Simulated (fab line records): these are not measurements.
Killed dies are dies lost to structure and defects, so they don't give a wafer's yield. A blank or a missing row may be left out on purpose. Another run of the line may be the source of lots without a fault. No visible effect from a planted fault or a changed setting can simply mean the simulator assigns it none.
fab line records + flow n5_finfet
record
- lots=11
- wafers=33
- last_day=18
route steps=1938 shown BEOL_M14@1729
lots that met no fault: from a run of the same line without faults
start_h: hours from the record's opening day to when the first of the lot's shown wafers began + wait_h: hours since the lot's step before + " the same as in the row above + L1.1+2: one row covering several wafers at once + - no value present, or no start provided + * or withheld: withheld + < > ~ a bound
route shown NAME@n: names a module that has steps shown in the file, with the first one's number in the route + usual: mean/standard deviation of fault-free wafers + same: alike in all rows + chamber/n: place in a boat + sites: each site's reading + _std_site: their standard deviation + _edge_site: outer sites' mean less inner sites' + radius_mm: how far each site lies from the wafer's centre + mask NAME#n: copy n + behind: the tool/chamber that last shaped the wafer + hold: the reason the lot was held/the length of the hold in hours/how it ended + device: the n, p or np transistor that did not switch + end of line: the same wafers' tests at the end of the route + a step with no rows: only its recipe + killed: dies that structure and defects cost at the first sort, which is not the same as the wafer's yield + map: the dies of a wafer, with x for killed, . for not killed, _ for no die there
set.NAME: the setting as run; set.NAME@STEP: as run at that earlier step + model.NAME: the simulator's own value behind a step, which no gauge read
steps of the route over a sample of lots; a table a step, a row a wafer
services: from which hour (start_h, from the record's first day; less than 0 if before it) a tool's chamber was out of use, for how many hours, and why
## steps
# step N5_BEOL_M14_DESCUM_15
# recipe
- chemistry=O2
- time_s=7.9
- source_power_w=50
- bias_power_w=20
- pressure_mtorr=20
- rf_frequency_hz=2.712e+07
- temp_c=40
- o2_flow_sccm=225
# usual
- bias_power_w=19.99/0.058
- drypump_motor_current_A=5.8/0.39
- oes_product_au=0.80/0.093
- rf_vpp_V=242.7/1.4
- showerhead_plenum_p_Torr=2.05/0.07
- throttle_valve_pct=20.44/0.26
| lot.wafer | tool        | chamber | start_h | wait_h | bias_power_w | drypump_motor_current_A | oes_product_au | rf_hours_counter_h | rf_vpp_V | showerhead_plenum_p_Torr | throttle_valve_pct |
|-----------|-------------|---------|---------|--------|--------------|-------------------------|----------------|--------------------|----------|--------------------------|--------------------|
| L641.1    | rie_diel-06 | 3       | 250.48  | 0.0    | 20.06        | 6.2                     | 0.75           | 186                | 241.2    | 2.00                     | 20.55              |
| L641.2    | "           | 2       | "       | "      | 19.93        | 5.9                     | 0.91           | 37                 | 243.3    | 2.05                     | 20.10              |
| L641.4    | "           | 0       | "       | "      | 20.05        | 5.8                     | 0.88           | -                  | 242.4    | 2.04                     | 20.34              |
| L642.2    | rie_diel-05 | 2       | 259.81  | 0.0    | 19.99        | 6.2                     | 0.87           | 36                 | 244.3    | 2.12                     | 20.41              |
| L642.5    | "           | 1       | "       | "      | 19.87        | 5.1                     | 0.88           | -                  | 241.8    | 2.03                     | 20.16              |
| L642.6    | "           | 2       | "       | "      | 20.03        | 6.2                     | 0.87           | -                  | 243.7    | 2.12                     | 20.43              |
| L644.2    | rie_diel-02 | 3       | 284.24  | 0.2    | 20.00        | 6.1                     | 0.68           | 233                | 240.3    | 1.97                     | 20.99              |
| L644.4    | "           | 2       | "       | "      | 19.99        | 6.1                     | 0.71           | 220                | 244.1    | 2.16                     | 20.97              |
| L644.5    | "           | 1       | "       | "      | 20.00        | 5.0                     | 0.69           | -                  | 242.5    | 1.98                     | 20.41              |
| L647.1    | rie_diel-05 | 3       | 302.21  | 0.0    | 19.91        | 5.7                     | 0.97           | 6                  | 242.8    | 2.05                     | 20.12              |
| L647.4    | "           | 2       | "       | "      | 19.99        | 6.2                     | 0.84           | 54                 | 242.8    | 2.12                     | 20.46              |
| L647.5    | "           | 0       | "       | "      | 19.96        | 5.6                     | 0.80           | -                  | 242.0    | 2.01                     | 20.30              |
| L652.1    | rie_diel-05 | 1       | 302.59  | 0.2    | 19.96        | 5.1                     | 0.86           | 70                 | 243.2    | 2.02                     | 20.20              |
| L652.3    | "           | 0       | "       | "      | 20.02        | 5.6                     | 0.80           | 102                | 241.6    | 2.01                     | 20.29              |
| L652.5    | "           | 0       | "       | "      | 19.89        | 5.7                     | 0.81           | -                  | 242.4    | 2.01                     | 20.30              |
| L649.2    | rie_diel-05 | 0       | 302.94  | 0.3    | 19.96        | 5.7                     | 0.81           | 102                | 242.7    | 2.01                     | 20.31              |
| L649.3    | "           | 3       | "       | "      | 19.98        | 5.7                     | 0.96           | 6                  | 242.2    | 2.05                     | 20.12              |
| L649.6    | "           | 3       | "       | "      | 20.06        | 5.8                     | 0.95           | -                  | 242.8    | 2.04                     | 20.13              |
| L646.1    | rie_diel-02 | 3       | 303.80  | 0.4    | 20.03        | 6.1                     | 0.67           | 242                | 240.5    | 1.97                     | 20.97              |
| L646.3    | "           | 1       | "       | "      | 19.99        | 5.0                     | 0.68           | 230                | 240.8    | 1.97                     | 20.45              |
| L646.5    | "           | 1       | "       | "      | 19.95        | 5.0                     | 0.68           | -                  | 241.1    | 1.97                     | 20.44              |
| L657.2    | rie_diel-02 | 2       | 347.85  | 0.1    | 19.90        | 6.2                     | 0.70           | 244                | 244.4    | 2.15                     | 21.00              |
| L657.3    | "           | 3       | "       | "      | 19.99        | 6.1                     | 0.99           | 1                  | 245.1    | 2.23                     | 20.59              |
| L657.5    | "           | 3       | "       | "      | 19.95        | 6.1                     | 0.99           | -                  | 244.7    | 2.23                     | 20.60              |
| L660.3    | rie_diel-06 | 2       | 366.62  | 0.1    | 19.87        | 5.9                     | 0.84           | 81                 | 243.7    | 2.04                     | 20.16              |
| L660.4    | "           | 3       | "       | "      | 20.04        | 6.2                     | 0.71           | 230                | 241.9    | 1.98                     | 20.63              |
| L660.5    | "           | 3       | "       | "      | 20.06        | 6.2                     | 0.70           | -                  | 241.0    | 1.98                     | 20.64              |
| L659.2    | rie_diel-05 | 3       | 369.28  | 0.1    | 19.88        | 5.8                     | 0.89           | 32                 | 242.3    | 2.04                     | 20.16              |
| L659.3    | "           | 1       | "       | "      | 20.04        | 5.1                     | 0.83           | 92                 | 241.5    | 2.02                     | 20.24              |
| L659.5    | "           | 1       | "       | "      | 20.03        | 5.1                     | 0.83           | -                  | 242.7    | 2.02                     | 20.21              |
| L661.3    | rie_diel-02 | 3       | 395.39  | 0.0    | 20.04        | 6.1                     | 0.91           | 19                 | 246.1    | 2.22                     | 20.63              |
| L661.4    | "           | 1       | "       | "      | 19.92        | 5.0                     | 0.94           | -                  | 245.7    | 2.23                     | 20.06              |
| L661.5    | "           | 0       | "       | "      | 19.98        | 5.9                     | 0.89           | -                  | 247.2    | 2.23                     | 20.34              |
# step N5_BEOL_M14_STRIP_64
# recipe
- chemistry=O2
- power_w=600
- temp_c=60
- pressure_mtorr=30
- rf_frequency_hz=6e+07
- bias_power_w=0
- overash_fraction=0.3
- o2_flow_sccm=225
# usual
- drypump_motor_current_A=5.8/0.39
- oes_product_au=0.80/0.093
- rf_vpp_V=3.7/0.46
- showerhead_plenum_p_Torr=2.06/0.07
- throttle_valve_pct=16.68/0.27
# same
- bias_power_w=0
| lot.wafer | tool        | chamber | start_h | wait_h | drypump_motor_current_A | oes_product_au | rf_hours_counter_h | rf_vpp_V | showerhead_plenum_p_Torr | throttle_valve_pct |
|-----------|-------------|---------|---------|--------|-------------------------|----------------|--------------------|----------|--------------------------|--------------------|
| L641.1    | rie_diel-06 | 3       | -       | -      | 6.2                     | 0.73           | 186                | 4.3      | 2.00                     | 16.80              |
| L641.2    | "           | 2       | "       | "      | 5.9                     | 0.90           | 37                 | 3.7      | 2.06                     | 16.31              |
| L641.4    | "           | 0       | "       | "      | 5.8                     | 0.88           | -                  | 3.2      | 2.05                     | 16.58              |
| L642.2    | rie_diel-05 | 2       | -       | -      | 6.2                     | 0.87           | 36                 | 3.6      | 2.13                     | 16.61              |
| L642.5    | "           | 1       | "       | "      | 5.1                     | 0.89           | -                  | 4.8      | 2.03                     | 16.41              |
| L642.6    | "           | 2       | "       | "      | 6.2                     | 0.88           | -                  | 4.5      | 2.13                     | 16.62              |
| L644.2    | rie_diel-02 | 3       | -       | -      | 6.1                     | 0.69           | 233                | 3.3      | 1.98                     | 17.24              |
| L644.4    | "           | 2       | "       | "      | 6.2                     | 0.71           | 220                | 3.4      | 2.17                     | 17.21              |
| L644.5    | "           | 1       | "       | "      | 5.0                     | 0.70           | -                  | 3.9      | 1.98                     | 16.73              |
| L647.1    | rie_diel-05 | 3       | -       | -      | 5.7                     | 0.97           | 6                  | 3.7      | 2.05                     | 16.32              |
| L647.4    | "           | 2       | "       | "      | 6.2                     | 0.84           | 54                 | 3.5      | 2.12                     | 16.67              |
| L647.5    | "           | 0       | "       | "      | 5.6                     | 0.81           | -                  | 4.3      | 2.02                     | 16.54              |
| L652.1    | rie_diel-05 | 1       | -       | -      | 5.1                     | 0.85           | 70                 | 4.2      | 2.03                     | 16.44              |
| L652.3    | "           | 0       | "       | "      | 5.7                     | 0.81           | 102                | 3.8      | 2.02                     | 16.54              |
| L652.5    | "           | 0       | "       | "      | 5.6                     | 0.81           | -                  | 3.4      | 2.02                     | 16.55              |
| L649.2    | rie_diel-05 | 0       | -       | -      | 5.6                     | 0.80           | 102                | 2.3      | 2.02                     | 16.55              |
| L649.3    | "           | 3       | "       | "      | 5.7                     | 0.96           | 6                  | 4.1      | 2.05                     | 16.33              |
| L649.6    | "           | 3       | "       | "      | 5.8                     | 0.96           | -                  | 3.9      | 2.05                     | 16.33              |
| L646.1    | rie_diel-02 | 3       | -       | -      | 6.1                     | 0.69           | 242                | 3.9      | 1.97                     | 17.24              |
| L646.3    | "           | 1       | "       | "      | 5.0                     | 0.68           | 230                | 3.6      | 1.98                     | 16.72              |
| L646.5    | "           | 1       | "       | "      | 5.0                     | 0.69           | -                  | 3.9      | 1.98                     | 16.73              |
| L657.2    | rie_diel-02 | 2       | -       | -      | 6.2                     | 0.70           | 244                | 3.9      | 2.16                     | 17.25              |
| L657.3    | "           | 3       | "       | "      | 6.1                     | 0.98           | 1                  | 3.6      | 2.23                     | 16.80              |
| L657.5    | "           | 3       | "       | "      | 6.1                     | 0.97           | -                  | 3.7      | 2.23                     | 16.80              |
| L660.3    | rie_diel-06 | 2       | -       | -      | 5.9                     | 0.85           | 81                 | 3.0      | 2.04                     | 16.39              |
| L660.4    | "           | 3       | "       | "      | 6.1                     | 0.71           | 230                | 3.8      | 1.99                     | 16.87              |
| L660.5    | "           | 3       | "       | "      | 6.2                     | 0.71           | -                  | 4.6      | 1.99                     | 16.88              |
| L659.2    | rie_diel-05 | 3       | -       | -      | 5.7                     | 0.90           | 32                 | 3.8      | 2.04                     | 16.39              |
| L659.3    | "           | 1       | "       | "      | 5.1                     | 0.83           | 92                 | 4.0      | 2.02                     | 16.48              |
| L659.5    | "           | 1       | "       | "      | 5.1                     | 0.84           | -                  | 4.0      | 2.02                     | 16.48              |
| L661.3    | rie_diel-02 | 3       | -       | -      | 6.1                     | 0.92           | 20                 | 4.1      | 2.23                     | 16.81              |
| L661.4    | "           | 1       | "       | "      | 5.0                     | 0.95           | -                  | 4.4      | 2.23                     | 16.30              |
| L661.5    | "           | 0       | "       | "      | 5.9                     | 0.90           | -                  | 3.2      | 2.23                     | 16.53              |
# step N5_BEOL_M14_COAT_65
# recipe
- resist=SOC
- temp_c=250
- time_s=60
- spin_rpm=1500
- resist_thk_nm=450
# usual
- heater_power_total_W=500.5/1.8
- plate_temp_C=250.02/0.17
| lot.wafer | tool           | chamber | start_h | wait_h | heater_power_total_W | plate_temp_C |
|-----------|----------------|---------|---------|--------|----------------------|--------------|
| L641.1    | litho_track-05 | 0       | 250.95  | 0.0    | 502.2                | 250.04       |
| L641.2    | "              | 0       | "       | "      | 502.4                | 250.16       |
| L641.4    | "              | 0       | "       | "      | 498.0                | 250.07       |
| L642.2    | litho_track-01 | 0       | 260.28  | 0.0    | 497.8                | 250.12       |
| L642.5    | "              | 0       | "       | "      | 501.5                | 250.00       |
| L642.6    | "              | 0       | "       | "      | 501.2                | 250.22       |
| L644.2    | litho_track-01 | 0       | 284.71  | 0.0    | 501.7                | 250.29       |
| L644.4    | "              | 0       | "       | "      | 500.5                | 250.08       |
| L644.5    | "              | 0       | "       | "      | 497.8                | 250.29       |
| L647.1    | litho_track-01 | 0       | 302.68  | 0.0    | 860.9                | 272.62       |
| L647.4    | "              | 0       | "       | "      | 864.3                | 272.37       |
| L647.5    | "              | 0       | "       | "      | 859.6                | 272.56       |
| L652.1    | litho_track-05 | 0       | 303.07  | 0.0    | 503.2                | 250.25       |
| L652.3    | "              | 0       | "       | "      | 503.3                | 250.36       |
| L652.5    | "              | 0       | "       | "      | 498.6                | 250.14       |
| L649.2    | litho_track-01 | 0       | 303.41  | 0.0    | 864.5                | 272.47       |
| L649.3    | "              | 0       | "       | "      | 862.1                | 272.43       |
| L649.6    | "              | 0       | "       | "      | 860.5                | 272.47       |
| L646.1    | litho_track-01 | 0       | 304.28  | 0.0    | 861.6                | 272.37       |
| L646.3    | "              | 0       | "       | "      | 862.8                | 272.56       |
| L646.5    | "              | 0       | "       | "      | 864.8                | 272.47       |
| L657.2    | litho_track-05 | 0       | 348.33  | 0.0    | 498.2                | 250.08       |
| L657.3    | "              | 0       | "       | "      | 503.1                | 249.82       |
| L657.5    | "              | 0       | "       | "      | 502.9                | 249.71       |
| L660.3    | litho_track-05 | 0       | 367.09  | 0.0    | 502.7                | 250.37       |
| L660.4    | "              | 0       | "       | "      | 501.1                | 249.91       |
| L660.5    | "              | 0       | "       | "      | 502.3                | 250.18       |
| L659.2    | litho_track-05 | 0       | 369.75  | 0.0    | 502.3                | 249.76       |
| L659.3    | "              | 0       | "       | "      | 497.6                | 249.73       |
| L659.5    | "              | 0       | "       | "      | 499.6                | 249.99       |
| L661.3    | litho_track-01 | 0       | 395.86  | 0.0    | 502.5                | 249.98       |
| L661.4    | "              | 0       | "       | "      | 498.2                | 250.00       |
| L661.5    | "              | 0       | "       | "      | 500.0                | 250.00       |
# step N5_BEOL_M14_OVL_MEAS_29
# recipe
- points_per_wafer=44
# usual
- M14_OVL=4/5.4
| lot.wafer | tool       | chamber | start_h | wait_h | M14_OVL[nm] |
|-----------|------------|---------|---------|--------|-------------|
| L641.1    | overlay-01 | 0       | 251.28  | 0.0    | 4           |
| L641.2    | "          | 0       | "       | "      | 2           |
| L641.4    | "          | 0       | "       | "      | -2          |
| L642.2    | overlay-02 | 0       | 260.60  | 0.0    | 9           |
| L642.5    | "          | 0       | "       | "      | 2           |
| L642.6    | "          | 0       | "       | "      | 1           |
| L644.2    | overlay-01 | 0       | 285.03  | 0.0    | 5           |
| L644.4    | "          | 0       | "       | "      | 2           |
| L644.5    | "          | 0       | "       | "      | 2           |
| L647.1    | overlay-01 | 0       | 303.13  | 0.0    | 10          |
| L647.4    | "          | 0       | "       | "      | 2           |
| L647.5    | "          | 0       | "       | "      | 10          |
| L652.1    | overlay-02 | 0       | 303.51  | 0.0    | 3           |
| L652.3    | "          | 0       | "       | "      | 4           |
| L652.5    | "          | 0       | "       | "      | 10          |
| L649.2    | overlay-01 | 0       | 303.86  | 0.0    | 8           |
| L649.3    | "          | 0       | "       | "      | 10          |
| L649.6    | "          | 0       | "       | "      | 4           |
| L646.1    | overlay-02 | 0       | 304.72  | 0.0    | 6           |
| L646.3    | "          | 0       | "       | "      | 8           |
| L646.5    | "          | 0       | "       | "      | 8           |
| L657.2    | overlay-01 | 0       | 348.65  | 0.0    | -5          |
| L657.3    | "          | 0       | "       | "      | -7          |
| L657.5    | "          | 0       | "       | "      | 5           |
| L660.3    | overlay-02 | 0       | 367.41  | 0.0    | 4           |
| L660.4    | "          | 0       | "       | "      | 4           |
| L660.5    | "          | 0       | "       | "      | 4           |
| L659.2    | overlay-02 | 0       | 370.19  | 0.0    | -10         |
| L659.3    | "          | 0       | "       | "      | -2          |
| L659.5    | "          | 0       | "       | "      | -7          |
| L661.3    | overlay-01 | 0       | 396.33  | 0.0    | 0           |
| L661.4    | "          | 0       | "       | "      | -7          |
| L661.5    | "          | 0       | "       | "      | 5           |
## services
| tool        | chamber | start_h | hours | kind                          |
|-------------|---------|---------|-------|-------------------------------|
| rie_diel-02 | -       | 243.77  | 0.4   | repair                        |
| rie_diel-05 | 0       | 246.43  | 14.1  | repair                        |
| rie_diel-06 | 1       | 249.84  | 9.5   | repair                        |
| rie_diel-05 | 3       | 260.62  | -     | clean                         |
| rie_diel-05 | 3       | 260.62  | -     | consumable_replace:focus_ring |
| rie_diel-05 | 3       | 260.62  | 24.3  | scheduled_down                |
| rie_diel-05 | 3       | 260.62  | 24.3  | vent_cycle                    |
| rie_diel-06 | 0       | 274.73  | 1.6   | repair                        |
| rie_diel-06 | 0       | 276.83  | 7.2   | repair                        |
| rie_diel-02 | 0       | 286.55  | 12.4  | repair                        |
| rie_diel-02 | -       | 320.74  | 3.6   | repair                        |
| rie_diel-02 | 3       | 326.28  | -     | clean                         |
| rie_diel-02 | 3       | 326.28  | -     | consumable_replace:focus_ring |
| rie_diel-02 | 3       | 326.28  | -     | consumable_replace:showerhead |
| rie_diel-02 | 3       | 326.28  | 17.4  | scheduled_down                |
| rie_diel-02 | 3       | 326.28  | 17.4  | vent_cycle                    |
| rie_diel-02 | 2       | 328.81  | 3.2   | repair                        |
| rie_diel-06 | 1       | 352.27  | 2.4   | repair                        |
| rie_diel-02 | 1       | 362.03  | 1.3   | repair                        |
| rie_diel-02 | 1       | 363.60  | -     | clean                         |
| rie_diel-05 | 2       | 366.19  | 1.2   | repair                        |
| rie_diel-06 | 2       | 368.01  | 12.3  | repair                        |
| rie_diel-02 | 3       | 386.31  | 2.8   | repair                        |
| rie_diel-05 | 1       | 392.31  | 7.0   | repair                        |
## key
first_sign
- step=N5_BEOL_M14_COAT_65
- reading=heater_power_total_W
- direction=up
- sigmas=99+
- usual=*
- struck=*
effect
- step=N5_BEOL_M14_COAT_65
- reading=plate_temp_C
- direction=up
- sigmas=99+
- usual=*
- struck=*
met_at N5_BEOL_M14_COAT_65
struck_lots L646,L647,L649
not_acting_at N5_BEOL_M14_DESCUM_15,N5_BEOL_M14_STRIP_64,N5_BEOL_M14_OVL_MEAS_29
onset_between 284.71 302.68
fault
- kind=process_parameter_drift
- tool=litho_track-01
- chamber=-
- onset_h=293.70
- steps=N5_BEOL_M14_COAT_65
- channel=temp_c
- offset=*
- shape=step
- end_h=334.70
- acts_in=*
- stated=*
